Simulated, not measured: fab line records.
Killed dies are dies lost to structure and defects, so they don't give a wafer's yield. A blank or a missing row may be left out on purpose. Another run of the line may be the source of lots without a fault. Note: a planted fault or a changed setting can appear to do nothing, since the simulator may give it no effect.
Which tool did it? -- flow n5 finfet -- Sampling: 13 lots, 35 wafers, 5 of 1938 route steps

== WHAT EACH GAUGE READ, for each wafer ==
No reading from a measuring or inspecting step in the record can be judged against a usual standard deviation.

== TOOL THAT RAN EACH LOT (tool first, then ch and the chambers of the sampled wafers, then the start) ==
lot,N5_BEOL_M4_ANNEAL_49,N5_BEOL_M4_SPUTTER_92,N5_BEOL_M5_CURE_79,N5_BEOL_M5_COAT_60,N5_PASSIVATION_PROBE_49
L555,"pvd sputter-03, day 8 14:53","pvd sputter-03, day 8 16:08","uv cure-01 ch 0, day 8 18:47","litho track-04 ch 0, day 8 20:38",-
L559,"pvd sputter-03, day 8 21:15","pvd sputter-03, day 8 22:29","uv cure-03 ch 2, day 9 01:55","litho track-05 ch 0, day 9 05:31",-
L557,"pvd sputter-01, day 9 09:09","pvd sputter-01, day 9 10:23","uv cure-02 ch 1, day 9 13:23","litho track-03 ch 0, day 9 14:05",-
L558,"pvd sputter-01, day 9 13:52","pvd sputter-01, day 9 15:07","uv cure-03 ch 0, day 9 17:41","litho track-04 ch 0, day 9 18:25",-
L560,"pvd sputter-03, day 9 14:23","pvd sputter-03, day 9 15:50","uv cure-01 ch 2, day 9 18:26","litho track-03 ch 0, day 9 19:31",-
L562,"pvd sputter-03, day 10 18:58","pvd sputter-03, day 10 20:12","uv cure-02 ch 1, day 10 23:10","litho track-04 ch 0, day 11 00:29",-
L565,"pvd sputter-03, day 11 11:40","pvd sputter-03, day 11 12:54","uv cure-02 ch 1, day 11 15:35","litho track-03 ch 0, day 11 16:58","prober-01, day 16 07:05"
L570,"pvd sputter-01, day 13 03:49","pvd sputter-01, day 13 05:03","uv cure-01 ch 1, day 13 07:37","litho track-03 ch 0, day 13 10:02",-
L574,"pvd sputter-02, day 13 07:10","pvd sputter-02, day 13 08:24","uv cure-03 ch 1, day 13 11:09","litho track-03 ch 0, day 13 13:25",-
L572,"pvd sputter-02, day 13 09:02","pvd sputter-02, day 13 10:17","uv cure-01 ch 1, day 13 12:56","litho track-04 ch 0, day 13 13:56",-
L573,"pvd sputter-02, day 13 16:19","pvd sputter-02, day 13 17:34","uv cure-02 ch 2, day 13 20:22","litho track-05 ch 0, day 14 01:20",-
L576,"pvd sputter-03, day 13 17:06","pvd sputter-03, day 13 18:20","uv cure-02 ch 0, day 13 21:04","litho track-05 ch 0, day 14 01:44",-
L577,"pvd sputter-01, day 14 18:59","pvd sputter-01, day 14 20:13","uv cure-03 ch 2, day 14 23:02","litho track-04 ch 0, day 15 00:23",-
- N5_BEOL_M4_ANNEAL_49: time 240 s.
- N5_BEOL_M4_SPUTTER_92: material Cu, target thk 4.5 nm, time 8.29 s.
- N5_BEOL_M5_CURE_79: cures SiCOH lowk, time 240 s.
- N5_BEOL_M5_COAT_60: time 60 s, resist thk 12 nm.
- N5_PASSIVATION_PROBE_49

== WHAT THE TOOLS THEMSELVES READ (means of the sampled wafers that have a number; where no wafer has one, the mark that the record gives instead) ==
N5_BEOL_M4_ANNEAL_49. Usual: heater power w 815 W, standard deviation 69.
lot,tool,heater power w (W),flag
L555,pvd sputter-03,833,
L559,pvd sputter-03,885,
L557,pvd sputter-01,818,
L558,pvd sputter-01,752,
L560,pvd sputter-03,820,
L562,pvd sputter-03,825,
L565,pvd sputter-03,855,
L570,pvd sputter-01,817,
L574,pvd sputter-02,872,
L572,pvd sputter-02,840,
L573,pvd sputter-02,828,
L576,pvd sputter-03,818,
L577,pvd sputter-01,750,

N5_BEOL_M4_SPUTTER_92. Usual: chuck gas flow sccm 1.27 sccm, standard deviation 0.055; substrate temp c -20.00 C, standard deviation 0.1; throttle valve pct 30.3 %, standard deviation 1.2.
lot,tool,chuck gas flow sccm (sccm),substrate temp c (C),throttle valve pct (%),flag
L555,pvd sputter-03,1.29,-19.94,29.5,
L559,pvd sputter-03,1.28,-19.93,29.8,
L557,pvd sputter-01,1.24,-20.04,33.0,
L558,pvd sputter-01,1.27,-20.00,32.1,
L560,pvd sputter-03,1.29,-20.06,30.1,
L562,pvd sputter-03,1.29,-20.00,29.2,
L565,pvd sputter-03,1.29,-20.06,30.1,
L570,pvd sputter-01,1.27,-20.04,31.1,
L574,pvd sputter-02,1.29,-20.01,29.9,
L572,pvd sputter-02,1.24,-19.89,30.9,
L573,pvd sputter-02,1.27,-19.94,29.2,
L576,pvd sputter-03,1.28,-20.04,30.3,
L577,pvd sputter-01,1.26,-19.96,31.4,

N5_BEOL_M5_CURE_79. Usual: lamp power pct 52.30 %, standard deviation 0.057; wafer_temp_C_max 386.6, standard deviation 0.51.
lot,tool,lamp power pct (%),wafer_temp_C_max,flag
L555,uv cure-01,52.31,386.4,
L559,uv cure-03,52.28,386.4,
L557,uv cure-02,52.28,387.3,
L558,uv cure-03,52.31,386.1,
L560,uv cure-01,52.29,386.3,
L562,uv cure-02,52.30,387.0,
L565,uv cure-02,52.38,387.1,
L570,uv cure-01,52.23,386.4,
L574,uv cure-03,52.33,385.9,
L572,uv cure-01,52.35,387.1,
L573,uv cure-02,52.28,386.9,
L576,uv cure-02,52.33,386.9,
L577,uv cure-03,52.27,386.5,

N5_BEOL_M5_COAT_60. Usual: spin speed rpm 1500.0 rpm, standard deviation 1.
lot,tool,spin speed rpm (rpm),flag
L555,litho track-04,1499.6,
L559,litho track-05,1499.5,
L557,litho track-03,1499.9,
L558,litho track-04,1499.6,
L560,litho track-03,1501.6,
L562,litho track-04,1498.8,
L565,litho track-03,1501.2,
L570,litho track-03,1556.4,OFF
L574,litho track-03,1554.7,OFF
L572,litho track-04,1499.7,
L573,litho track-05,1500.7,
L576,litho track-05,1499.7,
L577,litho track-04,1499.9,

N5_PASSIVATION_PROBE_49. Usual: defect limited yield 91.0 %, standard deviation 1.5; killed_at_M0_to_M3 35, standard deviation 11; killed_at_M4_up 13, standard deviation 5; killed at contacts 12, standard deviation 5.9; killed at front end 42, standard deviation 13; killed at other 3, standard deviation 3.2; killed dies 106, standard deviation 18; killed on rim 14, standard deviation 4.2; killed open 69, standard deviation 13; killed short 35, standard deviation 8.9; sort_bin_5_function 5.2 %, standard deviation 0.95; sort_bin_6_memory 3.3 %, standard deviation 0.71; sort n pass 1074, standard deviation 18; sort yield pct 91.0 %, standard deviation 1.5.
lot,tool,defect limited yield (%),killed_at_M0_to_M3,killed_at_M4_up,killed at contacts,killed at front end,killed at other,killed dies,killed on rim,killed open,killed short,sort_bin_5_function (%),sort_bin_6_memory (%),sort n pass,sort yield pct (%),flag
L565,prober-01,92.5,27,16,3,38,4,88,11,66,22,4.3,2.7,1092,92.5,

== THE ANSWER, worked out from the rows above alone ==
Rule: lot off if the mean of its wafers having a number is beyond 3 standard deviations from the usual mean. Also off: a lot with no number at a reading for which 4 or more lots have one. Where the step has rows for the other lots, those lots are counted as sound. After the gauges, taken in route order, come the tools' own readings; for these a lot's mean is taken, as printed above. At the first step where some lot is off, the reading lying furthest off is the one used; lots without a number count as furthest.
Off, at N5_BEOL_M5_COAT_60 on spin speed rpm: L570, L574.
If a tool, at that step or one of the process steps before it, ran each lot that is off and ran no sound lot following the first of them, it fits. One fits: litho track-03 at N5_BEOL_M5_COAT_60. A fault onset in the window from L565 (day 11 16:58, its last sound lot) to L570 (day 13 10:02, its first lot off) fits.
The tool's own readings at N5_BEOL_M5_COAT_60 bear it out: on the lots that are off they differ by more than 5 times the standard deviation of the sound lots' means. spin speed rpm reads 1555.6 rpm there against 1500.0 rpm on the sound lots.

== WHAT THE SIMULATOR PUT IN ==
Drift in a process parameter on litho track-03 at N5_BEOL_M5_COAT_60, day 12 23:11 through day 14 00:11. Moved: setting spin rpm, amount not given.
Shown lots that were struck: L570, L574. This agrees with what the rule above found.
